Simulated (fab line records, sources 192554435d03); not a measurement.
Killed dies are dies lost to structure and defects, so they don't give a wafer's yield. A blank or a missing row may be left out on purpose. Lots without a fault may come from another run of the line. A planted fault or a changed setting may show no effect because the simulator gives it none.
fab line records | flow n5_finfet
record lots=7 wafers=21
route steps=1938 shown BEOL_M9@1440 BEOL_M10@1480 BEOL_M11@1536
start_h: hours from the record's first day to the start of the lot's first wafer shown | wait_h: hours since the lot's step before | " the same as in the row above | L1.1+2: a row that stands for several wafers | - no value, or no start given | * or withheld: withheld | < > ~ a bound
route shown NAME@n: a module of which the file shows steps, and the number in the route of the first | usual: mean/standard deviation of fault-free wafers | same: alike in all rows | chamber/n: place in a boat | sites: the reading at each site | _std_site: their standard deviation | _edge_site: outer sites' mean less inner sites' | radius_mm: how far each site lies from the wafer's centre | mask NAME#n: copy n | behind: the tool/chamber that last shaped the wafer | hold: why the lot was held/for how many hours/how that ended | device: the transistor (n, p or np) that didn't switch | end of line: the same wafers' tests at the end of the route | a step without rows: its recipe alone | killed: dies lost to structure and defects at the first sort, not the wafer's yield | map: a wafer's dies, x killed, . not, _ none there
set.NAME: the setting as run; set.NAME@STEP: as run at that earlier step | model.NAME: the simulator's own value behind a step, which no gauge read
lots whose settings were changed on purpose; a table a step, a row a wafer
## steps
# step N5_BEOL_M9_ETCH_66
# recipe chemistry=N2/H2 target=SOC target_depth_a=800 overetch_a=160 mask_material=SiARC temp_c=40 time_s=120 ion_energy_ev=200 pressure_mtorr=30 source_w=840 bias_w=150 n2_flow_sccm=200 h2_flow_sccm=200
# usual rf_vpp_V=524.3/1.8
# columns lot.wafer tool chamber start_h wait_h set.bias_w rf_vpp_V model.SiARC_of_BEOL_M9_COAT_64.thk_nm
L078.1 rie_diel-06 3 243.27 0.0 138.6 496.2 6.8
L078.4 " 0 " " 150 525.8 6.8
L078.6 " 2 " " 150 523.2 6.6
L079.2 rie_diel-01 2 244.87 0.0 124.3 463.6 7.6
L079.3 " 3 " " 150 524.7 6.4
L079.5 " 3 " " 150 525.4 6.4
L089.2 rie_diel-01 3 306.20 0.0 150 526.2 6.4
L089.4 " 2 " " 150 521.7 6.4
L089.5 " 1 " " 138.3 499.0 6.8
L092.2 rie_diel-06 1 314.45 0.0 175.8 580.9 5.6
L092.3 " 0 " " 150 526.8 6.8
L092.5 " 3 " " 175.8 576.0 5.2
L093.3 rie_diel-06 1 323.55 0.0 150 525.8 6.8
L093.5 " 1 " " 150 526.1 6.6
L093.6 " 0 " " 150 526.0 6.8
L091.1 rie_diel-06 3 324.32 0.0 150 522.1 6.4
L091.3 " 1 " " 163.1 554.5 6.2
L091.4 " 2 " " 163.1 551.6 6
L097.2 rie_diel-06 1 368.61 0.0 150 524.3 6.8
L097.3 " 3 " " 150 521.5 6.4
L097.4 " 2 " " 150 523.5 6.8
# step N5_BEOL_M9_TRENCH_ETCH_37
# recipe chemistry=C4F6/O2 target_depth_a=1514.3 target=SiCOH_lowk time_s=49 ion_energy_ev=250 pressure_mtorr=30 source_w=345 bias_w=185 Ar_flow_sccm=300 C4F6_flow_sccm=10 O2_flow_sccm=10
# columns lot.wafer tool chamber start_h wait_h set.time_s model.etch.depth_nm model.BEOL_M9.feature_depth_nm model.TiN_of_BEOL_M9_HM_DEP_02.thk_nm
L078.1 rie_diel-06 3 - - 45.59 144.3 144.2 15.8
L078.4 " 0 " " 49 146.4 146.4 15.8
L078.6 " 2 " " 49 149.5 149.6 15.6
L079.2 rie_diel-01 2 - - 49 149.5 149.6 16
L079.3 " 3 " " 49 148.6 148.6 15.8
L079.5 " 3 " " 54.87 166.9 166.8 15.2
L089.2 rie_diel-01 3 - - 55.75 170 170 15.2
L089.4 " 2 " " 49 152.4 152.4 15.8
L089.5 " 1 " " 55.75 174.4 174.4 15.2
L092.2 rie_diel-06 1 - - 49 147.5 147.4 16.2
L092.3 " 0 " " 58.11 172.8 172.8 15.2
L092.5 " 3 " " 49 152.4 152.4 15.6
L093.3 rie_diel-06 1 - - 49 148 148 16
L093.5 " 1 " " 49 146.2 146.2 16.2
L093.6 " 0 " " 41.03 122.8 122.8 16.8
L091.1 rie_diel-06 3 - - 49 153.8 153.8 16.2
L091.3 " 1 " " 46.21 139.7 139.6 16.4
L091.4 " 2 " " 46.21 139.7 139.8 16.2
L097.2 rie_diel-06 1 - - 49 147.5 147.4 16
L097.3 " 3 " " 49 152.4 152.4 15.8
L097.4 " 2 " " 49 147.7 147.6 15.8
# step N5_BEOL_M9_ETCH_41
# recipe chemistry=CH3F/O2 target=SiCN target_depth_a=366 taper_deg=2 time_s=70.1 ion_energy_ev=120 mask_material=TiN pressure_mtorr=30 source_w=395 bias_w=75 Ar_flow_sccm=150 CH3F_flow_sccm=30 O2_flow_sccm=20
# step N5_BEOL_M9_STRIP_80
# recipe chemistry=N2/H2 time_s=10 power_w=450 temp_c=40 pressure_mtorr=20 rf_frequency_hz=6e+07 bias_power_w=7 n2_flow_sccm=200 h2_flow_sccm=200
# step N5_BEOL_M9_OCD_MEAS_38
# usual trench_depth_nm=150.4/2.9
# columns lot.wafer tool chamber start_h wait_h set.time_s@BEOL_M9_TRENCH_ETCH_37 trench_depth_nm
L078.1 ocd-02 - 243.65 - 45.59 144.7
L078.4 " - " " 49 146.2
L078.6 " - " " 49 149.8
L079.2 ocd-01 - 245.25 - 49 149.4
L079.3 " - " " 49 148.7
L079.5 " - " " 54.87 166.8
L089.2 ocd-02 - 306.58 - 55.75 170.0
L089.4 " - " " 49 152.3
L089.5 " - " " 55.75 174.2
L092.2 ocd-01 - 314.83 - 49 147.5
L092.3 " - " " 58.11 172.6
L092.5 " - " " 49 152.3
L093.3 ocd-01 - 323.93 - 49 148.1
L093.5 " - " " 49 146.4
L093.6 " - " " 41.03 122.6
L091.1 ocd-02 - 324.69 - 49 153.8
L091.3 " - " " 46.21 139.4
L091.4 " - " " 46.21 139.8
L097.2 ocd-02 - 368.99 - 49 147.2
L097.3 " - " " 49 152.7
L097.4 " - " " 49 147.9
# step N5_BEOL_M9_HM_STRIP_39
# recipe chemistry=peroxide_tin_strip material=TiN target_depth_a=250 temp_c=50 time_s=158
# step N5_BEOL_M9_SRD_40
# recipe time_s=30 temp_c=23 rinse_liquid=diw dry=ipa_marangoni
# step N5_BEOL_M9_ECD_50
# recipe material=Cu target_thk_a=3180
# step N5_BEOL_M9_ANNEAL_51
# recipe temp_c=225 time_s=90 ambient=N2
# step N5_BEOL_M9_CMP_52
# recipe stop_on=SiCOH_lowk t_overpolish_s=7 down_force_psi=1 platen_rpm=50 clearing_platen_down_force_psi=1.5 clearing_platen_rpm=50 post_cmp_clean=cu_alkaline target_thk_nm=140 clearing_platen_pad_velocity_m_s=0.99484 pad_velocity_m_s=0.99484
# columns lot.wafer tool chamber start_h wait_h set.time_s@BEOL_M9_TRENCH_ETCH_37 model.Cu_of_BEOL_M9_ECD_50.thk_nm
L078.4 cmp-04 1 246.26 0.1 49 133.8
L078.1 " 2 " " 45.59 133.2
L078.6 " 2 " " 49 138.2
L079.3 cmp-04 0 247.73 0.3 49 134
L079.2 " 1 " " 49 134.8
L079.5 " 0 " " 54.87 153
L089.2 cmp-04 2 310.13 0.3 55.75 159.2
L089.4 " 3 " " 49 140
L089.5 " 1 " " 55.75 163
L092.2 cmp-01 0 317.12 0.4 49 134.8
L092.3 " 2 " " 58.11 161.8
L092.5 " 3 " " 49 140.8
L093.3 cmp-01 2 325.84 0.2 49 139.4
L093.5 " 2 " " 49 137
L093.6 " 3 " " 41.03 112.2
L091.3 cmp-02 2 328.54 0.2 46.21 127.2
L091.4 " 3 " " 46.21 126.4
L091.1 " 1 " " 49 140.8
L097.4 cmp-04 2 372.33 0.1 49 136.4
L097.3 " 3 " " 49 140.4
L097.2 " 0 " " 49 135.6
# step N5_BEOL_M9_THK_MEAS_53
# recipe thk_meas_gauge=xrf reads=Cu_of_BEOL_M9_ECD_50
# usual M9_THK=136/3.1
# columns lot.wafer tool chamber start_h wait_h set.time_s@BEOL_M9_TRENCH_ETCH_37 M9_THK[nm]
L078.1 film_metro-02 - 246.56 - 45.59 130
L078.4 " - " " 49 130
L078.6 " - " " 49 135
L079.2 film_metro-02 - 248.03 - 49 132
L079.3 " - " " 49 132
L079.5 " - " " 54.87 150
L089.2 film_metro-02 - 310.35 - 55.75 156
L089.4 " - " " 49 138
L089.5 " - " " 55.75 160
L092.2 film_metro-02 - 317.38 - 49 132
L092.3 " - " " 58.11 159
L092.5 " - " " 49 138
L093.3 film_metro-02 - 326.14 - 49 135
L093.5 " - " " 49 133
L093.6 " - " " 41.03 109
L091.1 film_metro-02 - 328.83 - 49 138
L091.3 " - " " 46.21 124
L091.4 " - " " 46.21 124
L097.2 film_metro-01 - 372.62 - 49 134
L097.3 " - " " 49 138
L097.4 " - " " 49 135
# step N5_BEOL_M9_PRE_CLEAN_55
# recipe gas=NH3 time_s=15 temp_c=withheld rf_power_w=300
# step N5_BEOL_M9_DEP_56
# recipe material=SiCN target_thk_a=150 temp_c=withheld precursor=3MS/NH3 pressure_torr=3 rf_w=202 time_s=26.5
# step N5_BEOL_M9_RS_MEAS_57
# recipe thk_meas_gauge=four-point-probe reads=Cu_of_BEOL_M9_ECD_50+Co_of_BEOL_M9_CVD_78+TaN_of_BEOL_M9_ALD_74
# usual M9_RS=0.153/0.0036
# columns lot.wafer tool chamber start_h wait_h set.time_s@BEOL_M9_TRENCH_ETCH_37 M9_RS[ohm/sq]
L078.1 film_metro-02 - 246.73 0.1 45.59 0.159
L078.4 " - " " 49 0.159
L078.6 " - " " 49 0.153
L079.2 film_metro-02 - 248.20 0.1 49 0.157
L079.3 " - " " 49 0.158
L079.5 " - " " 54.87 0.137
L089.2 film_metro-02 - 310.49 0.1 55.75 0.131
L089.4 " - " " 49 0.151
L089.5 " - " " 55.75 0.128
L092.2 film_metro-02 - 317.52 0.1 49 0.157
L092.3 " - " " 58.11 0.129
L092.5 " - " " 49 0.150
L093.3 film_metro-01 - 326.27 0.1 49 0.152
L093.5 " - " " 49 0.155
L093.6 " - " " 41.03 0.193
L091.1 film_metro-01 - 328.97 0.1 49 0.150
L091.3 " - " " 46.21 0.169
L091.4 " - " " 46.21 0.169
L097.2 film_metro-01 - 372.76 0.1 49 0.157
L097.3 " - " " 49 0.151
L097.4 " - " " 49 0.156
# step N5_BEOL_M10_EXPOSE_08
# recipe mask_id=M10 na=1.35 source_shape=dipole sigma_inner=0.411 sigma_outer=0.611 polarization=te dose_mj=53.75
# columns lot.wafer tool chamber start_h wait_h mask set.dose_mj
L078.1+4 arfi_scanner-02 0 251.93 - M10#0 55.57
L078.6 " 0 " " M10#0 53.75
L079.2+3 arfi_scanner-03 0 252.34 - M10#0 57.03
L079.5 " 0 " " M10#0 53.75
L089.2+4+5 arfi_scanner-02 0 312.32 - M10#0 53.75
L092.2 arfi_scanner-01 0 320.22 - M10#0 55.61
L092.3+5 " 0 " " M10#0 53.75
L093.3+6 arfi_scanner-01 0 329.13 - M10#0 50.26
L093.5 " 0 " " M10#0 53.75
L091.1+3+4 arfi_scanner-02 0 330.91 - M10#0 53.75
L097.2+3+4 arfi_scanner-01 0 375.45 - M10#0 53.75
# step N5_BEOL_M10_PEB_09
# recipe peb_temp_c=withheld peb_time_s=60 resist=CAR-ArF
# step N5_BEOL_M10_DEVELOP_10
# recipe develop_time_s=30 developer=TMAH resist=CAR-ArF rinse_liquid=diw dry=air_spin dev_temp_c=23
# step N5_BEOL_M10_CD_MEAS_11
# recipe target_cd_nm=64.1 landing_energy_ev=500 detector=se_inlens polarity=opening
# usual cd_nm=63.9/0.59
# columns lot.wafer tool chamber start_h wait_h set.dose_mj@BEOL_M10_EXPOSE_08 cd_nm
L078.1 cd_sem-02 0 252.05 - 55.57 66.6
L078.4 " 0 " " 55.57 66.5
L078.6 " 0 " " 53.75 64.4
L079.2 cd_sem-02 0 252.46 - 57.03 67.7
L079.3 " 0 " " 57.03 67.7
L079.5 " 0 " " 53.75 63.9
L089.2 cd_sem-03 0 312.44 - 53.75 64.0
L089.4 " 0 " " 53.75 64.0
L089.5 " 0 " " 53.75 64.1
L092.2 cd_sem-02 0 320.34 - 55.61 65.6
L092.3 " 0 " " 53.75 63.7
L092.5 " 0 " " 53.75 64.5
L093.3 cd_sem-02 0 329.25 - 50.26 59.9
L093.5 " 0 " " 53.75 64.2
L093.6 " 0 " " 50.26 60.2
L091.1 cd_sem-03 0 331.04 - 53.75 65.6
L091.3 " 0 " " 53.75 64.1
L091.4 " 0 " " 53.75 63.5
L097.2 cd_sem-01 0 375.57 - 53.75 63.2
L097.3 " 0 " " 53.75 63.9
L097.4 " 0 " " 53.75 64.4
# step N5_BEOL_M10_DESCUM_16
# recipe chemistry=O2 time_s=7.9 source_power_w=50 bias_power_w=20 pressure_mtorr=20 rf_frequency_hz=2.712e+07 temp_c=40 resist=CAR-ArF o2_flow_sccm=225
# step N5_BEOL_M10_ETCH_61
# recipe chemistry=CF4 target=SiARC target_depth_a=390 mask_material=CAR-ArF time_s=65 ion_energy_ev=80 pressure_mtorr=40 source_w=545 bias_w=36 Ar_flow_sccm=100 cf4_flow_sccm=100 ends=cleared
# columns lot.wafer tool chamber start_h wait_h set.dose_mj@BEOL_M10_EXPOSE_08 model.BEOL_M10.cd_offset_nm
L078.1+4 rie_diel-03 0,3 252.18 0.0 55.57 2.2
L078.6 " 0 " " 53.75 0.4
L079.2 rie_diel-03 0 252.88 0.0 57.03 3.6
L079.3 " 3 " " 57.03 3.8
L079.5 " 3 " " 53.75 0.2
L089.2 rie_diel-02 2 312.56 0.0 53.75 -0.4
L089.4+5 " 0,1 " " 53.75 -0.2
L092.2 rie_diel-04 0 320.46 0.0 55.61 1.4
L092.3 " 3 " " 53.75 0
L092.5 " 3 " " 53.75 0.2
L093.3 rie_diel-02 2 329.54 0.0 50.26 -4
L093.5 " 3 " " 53.75 -0.4
L093.6 " 2 " " 50.26 -4.2
L091.1 rie_diel-04 0 331.16 0.0 53.75 0.8
L091.3 " 3 " " 53.75 0
L091.4 " 2 " " 53.75 -0.4
L097.2 rie_diel-02 2 375.69 0.0 53.75 -1.2
L097.3 " 0 " " 53.75 0.4
L097.4 " 0 " " 53.75 -0.2
# step N5_BEOL_M10_ETCH_62
# recipe chemistry=N2/H2 target=SOC target_depth_a=1100 overetch_a=220 mask_material=SiARC temp_c=40 time_s=165 ion_energy_ev=200 pressure_mtorr=30 source_w=840 bias_w=150 n2_flow_sccm=200 h2_flow_sccm=200
# columns lot.wafer tool chamber start_h wait_h set.dose_mj@BEOL_M10_EXPOSE_08 model.BEOL_M10.cd_offset_nm
L078.1 rie_diel-03 0 252.23 0.0 55.57 2.2
L078.4 " 3 " " 55.57 2.4
L078.6 " 0 " " 53.75 0.4
L079.2 rie_diel-03 0 252.93 0.0 57.03 3.6
L079.3 " 3 " " 57.03 4
L079.5 " 3 " " 53.75 0.2
L089.2 rie_diel-02 2 312.61 0.0 53.75 -0.2
L089.4+5 " 0,1 " " 53.75 0
L092.2 rie_diel-04 0 320.51 0.0 55.61 1.4
L092.3 " 3 " " 53.75 0
L092.5 " 3 " " 53.75 0.2
L093.3 rie_diel-02 2 329.59 0.0 50.26 -4
L093.5 " 3 " " 53.75 -0.8
L093.6 " 2 " " 50.26 -4.2
L091.1 rie_diel-04 0 331.21 0.0 53.75 0.6
L091.3 " 3 " " 53.75 -0.2
L091.4 " 2 " " 53.75 -0.6
L097.2 rie_diel-02 2 375.74 0.0 53.75 -1.4
L097.3 " 0 " " 53.75 0.6
L097.4 " 0 " " 53.75 0.4
# step N5_BEOL_M10_STRIP_68
# recipe chemistry=N2/H2 temp_c=40 n2_flow_sccm=200 h2_flow_sccm=200 rf_frequency_hz=6e+07
# step N5_BEOL_M10_STRIP_67
# recipe chemistry=CF4 resist=SiARC power_w=300 bias_power_w=75 pressure_mtorr=50 cf4_flow_sccm=150 rf_frequency_hz=6e+07
# step N5_BEOL_M10_HM_OPEN_17
# recipe chemistry=Cl2/BCl3 target_depth_a=200 overetch_a=60 target=TiN mask_material=SOC ion_energy_ev=150 pressure_mtorr=10 icp_w=1000 bias_w=126 Cl2_flow_sccm=53.25 bcl3_flow_sccm=21.75 Ar_flow_sccm=25
# step N5_BEOL_M10_STRIP_19
# recipe chemistry=O2 power_w=400 temp_c=40 pressure_mtorr=30 rf_frequency_hz=6e+07 bias_power_w=0 overash_fraction=0.2 o2_flow_sccm=225
# step N5_BEOL_M10_CD_MEAS_18
# recipe pitch_nm=140 target_cd_nm=70
# usual cd_nm=69.8/0.65
# columns lot.wafer tool chamber start_h wait_h set.dose_mj@BEOL_M10_EXPOSE_08 cd_nm
L078.1 cd_sem-02 - 252.79 0.0 55.57 72.3
L078.4 " - " " 55.57 72.6
L078.6 " - " " 53.75 70.5
L079.2 cd_sem-03 - 253.30 0.1 57.03 73.5
L079.3 " - " " 57.03 74.0
L079.5 " - " " 53.75 70.2
L089.2 cd_sem-03 - 313.13 0.1 53.75 69.3
L089.4 " - " " 53.75 70.0
L089.5 " - " " 53.75 70.3
L092.2 cd_sem-03 - 320.93 0.1 55.61 71.5
L092.3 " - " " 53.75 69.8
L092.5 " - " " 53.75 70.5
L093.3 cd_sem-01 - 329.96 0.1 50.26 66.1
L093.5 " - " " 53.75 69.3
L093.6 " - " " 50.26 65.6
L091.1 cd_sem-03 - 331.58 0.0 53.75 70.5
L091.3 " - " " 53.75 69.8
L091.4 " - " " 53.75 69.2
L097.2 cd_sem-01 - 376.14 0.1 53.75 69.3
L097.3 " - " " 53.75 70.8
L097.4 " - " " 53.75 70.5
# step N5_BEOL_M10_COAT_63
# recipe resist=SOC temp_c=250 time_s=60 spin_rpm=1500 resist_thk_nm=100
# step N5_BEOL_M10_COAT_64
# recipe resist=SiARC temp_c=220 time_s=60 spin_rpm=1500 resist_thk_nm=30
# step N5_BEOL_M10_PRECLEAN_42
# recipe chemistry=residue_remover time_s=60 temp_c=40
# step N5_BEOL_M10_SRD_43
# recipe time_s=30 temp_c=23 rinse_liquid=diw dry=ipa_marangoni
# step N5_BEOL_M10_CD_MEAS_35
# recipe target_cd_nm=70 polarity=opening
# usual cd_nm=69.8/0.64
# columns lot.wafer tool chamber start_h wait_h set.dose_mj@BEOL_M10_EXPOSE_08 cd_nm
L078.1 cd_sem-02 - 255.47 0.0 55.57 72.7
L078.4 " - " " 55.57 72.6
L078.6 " - " " 53.75 70.5
L079.2 cd_sem-03 - 255.52 0.0 57.03 73.3
L079.3 " - " " 57.03 73.8
L079.5 " - " " 53.75 70.1
L089.2 cd_sem-03 - 314.47 0.0 53.75 69.7
L089.4 " - " " 53.75 70.4
L089.5 " - " " 53.75 70.1
L092.2 cd_sem-02 - 322.08 0.0 55.61 71.8
L092.3 " - " " 53.75 70.2
L092.5 " - " " 53.75 70.2
L093.3 cd_sem-03 - 333.84 0.0 50.26 66.1
L093.5 " - " " 53.75 69.7
L093.6 " - " " 50.26 66.0
L091.1 cd_sem-01 - 334.01 0.0 53.75 70.7
L091.3 " - " " 53.75 69.8
L091.4 " - " " 53.75 69.3
L097.2 cd_sem-02 - 377.21 0.0 53.75 68.6
L097.3 " - " " 53.75 70.6
L097.4 " - " " 53.75 70.4
# step N5_BEOL_M11_ILD_DEP_00
# recipe material=SiCOH_lowk target_thk_a=3085.1 temp_c=300 precursor=DEMS/porogen pressure_torr=5 rf_w=500 time_s=58
# columns lot.wafer tool chamber start_h wait_h set.time_s model.SiCOH_lowk_of_BEOL_M11_ILD_DEP_00.thk_nm
L078.1 pecvd-02 1 258.00 0.0 58 298.8
L078.4 " 1 " " 64.66 340.2
L078.6 " 2 " " 64.66 342.6
L079.2 pecvd-02 1 258.33 0.1 62.81 328.8
L079.3 " 2 " " 58 306.2
L079.5 " 1 " " 58 310.6
L089.2 pecvd-04 2 316.92 0.0 55.49 289.2
L089.4 " 1 " " 58 311.2
L089.5 " 2 " " 58 309
L092.2 pecvd-03 0 325.14 0.0 58 308.4
L092.3 " 1 " " 58 305.6
L092.5 " 1 " " 54.17 288.8
L093.3 pecvd-04 2 336.36 0.0 58 300.6
L093.5 " 0 " " 58 310.6
L093.6 " 2 " " 58 304.4
L091.1 pecvd-02 0 336.60 0.0 58 306.4
L091.3 " 1 " " 58 308.2
L091.4 " 0 " " 54.71 294
L097.2 pecvd-02 1 381.67 0.0 58 307.6
L097.3 " 0 " " 58 310.2
L097.4 " 2 " " 58 314.8
# step N5_BEOL_M11_CURE_71
# recipe temp_c=385 time_s=240 ambient=He/Ar material=SiCOH_lowk
# columns lot.wafer tool chamber start_h wait_h set.time_s@BEOL_M11_ILD_DEP_00 model.SiCOH_lowk_of_BEOL_M11_ILD_DEP_00.thk_nm
L078.1 uv_cure-02 1 258.08 0.0 58 259.4
L078.4 " 1 " " 64.66 296
L078.6 " 1 " " 64.66 298.2
L079.2 uv_cure-01 1 258.56 0.2 62.81 285.8
L079.3 " 1 " " 58 266
L079.5 " 1 " " 58 269.8
L089.2 uv_cure-02 0 317.07 0.1 55.49 251
L089.4 " 0 " " 58 270.4
L089.5 " 0 " " 58 268.4
L092.2 uv_cure-02 1 325.29 0.1 58 267.8
L092.3 " 1 " " 58 265.4
L092.5 " 1 " " 54.17 250.6
L093.3 uv_cure-03 0 336.89 0.5 58 261
L093.5 " 0 " " 58 269.8
L093.6 " 0 " " 58 264.4
L091.1 uv_cure-02 1 337.01 0.4 58 266.2
L091.3 " 1 " " 58 267.8
L091.4 " 1 " " 54.71 255.2
L097.2 uv_cure-01 2 381.83 0.1 58 267.2
L097.3 " 2 " " 58 269.4
L097.4 " 2 " " 58 273.6
# step N5_BEOL_M11_THK_MEAS_01
# recipe reads=SiCOH_lowk_of_BEOL_M11_ILD_DEP_00
# usual M11_ILD_THK=267/3.7
# columns lot.wafer tool chamber start_h wait_h set.time_s@BEOL_M11_ILD_DEP_00 M11_ILD_THK[nm]
L078.1 film_metro-02 - 258.59 0.4 58 259
L078.4 " - " " 64.66 296
L078.6 " - " " 64.66 298
L079.2 film_metro-01 - 258.99 0.4 62.81 286
L079.3 " - " " 58 266
L079.5 " - " " 58 270
L089.2 film_metro-01 - 317.51 0.4 55.49 251
L089.4 " - " " 58 270
L089.5 " - " " 58 268
L092.2 film_metro-01 - 325.73 0.4 58 268
L092.3 " - " " 58 265
L092.5 " - " " 54.17 250
L093.3 film_metro-02 - 337.24 0.3 58 261
L093.5 " - " " 58 270
L093.6 " - " " 58 264
L091.1 film_metro-02 - 337.53 0.4 58 266
L091.3 " - " " 58 268
L091.4 " - " " 54.71 255
L097.2 film_metro-01 - 382.26 0.4 58 267
L097.3 " - " " 58 269
L097.4 " - " " 58 274
## key
split step=N5_BEOL_M9_ETCH_66 setting=bias_w stated=150 by=wafer
response step=N5_BEOL_M9_ETCH_66 reading=rf_vpp_V change=+3.34 per=1% r=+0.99
response step=N5_BEOL_M9_ETCH_66 reading=model.SiARC_of_BEOL_M9_COAT_64.thk_nm change=-0.0652 per=1% r=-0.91
split step=N5_BEOL_M9_TRENCH_ETCH_37 setting=time_s stated=49 by=wafer
response step=N5_BEOL_M9_TRENCH_ETCH_37 reading=model.etch.depth_nm change=+1.38 per=1% r=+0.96
response step=N5_BEOL_M9_TRENCH_ETCH_37 reading=model.BEOL_M9.feature_depth_nm change=+1.38 per=1% r=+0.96
response step=N5_BEOL_M9_TRENCH_ETCH_37 reading=model.TiN_of_BEOL_M9_HM_DEP_02.thk_nm change=-0.0413 per=1% r=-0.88
response step=N5_BEOL_M9_OCD_MEAS_38 reading=trench_depth_nm change=+1.38 per=1% r=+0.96
response step=N5_BEOL_M9_CMP_52 reading=model.Cu_of_BEOL_M9_ECD_50.thk_nm change=+1.45 per=1% r=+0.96
response step=N5_BEOL_M9_THK_MEAS_53 reading=M9_THK change=+1.4 per=1% r=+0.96
response step=N5_BEOL_M9_RS_MEAS_57 reading=M9_RS change=-0.00174 per=1% r=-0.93
split step=N5_BEOL_M10_EXPOSE_08 setting=dose_mj stated=53.75 by=wafer
response step=N5_BEOL_M10_CD_MEAS_11 reading=cd_nm change=+0.607 per=1% r=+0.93
response step=N5_BEOL_M10_ETCH_61 reading=model.BEOL_M10.cd_offset_nm change=+0.544 per=1% r=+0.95
response step=N5_BEOL_M10_ETCH_62 reading=model.BEOL_M10.cd_offset_nm change=+0.528 per=1% r=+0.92
response step=N5_BEOL_M10_CD_MEAS_18 reading=cd_nm change=+0.536 per=1% r=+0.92
response step=N5_BEOL_M10_CD_MEAS_35 reading=cd_nm change=+0.561 per=1% r=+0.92
split step=N5_BEOL_M11_ILD_DEP_00 setting=time_s stated=58 by=wafer
response step=N5_BEOL_M11_ILD_DEP_00 reading=model.SiCOH_lowk_of_BEOL_M11_ILD_DEP_00.thk_nm change=+3.2 per=1% r=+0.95
response step=N5_BEOL_M11_CURE_71 reading=model.SiCOH_lowk_of_BEOL_M11_ILD_DEP_00.thk_nm change=+2.82 per=1% r=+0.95
response step=N5_BEOL_M11_THK_MEAS_01 reading=M11_ILD_THK change=+2.83 per=1% r=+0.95
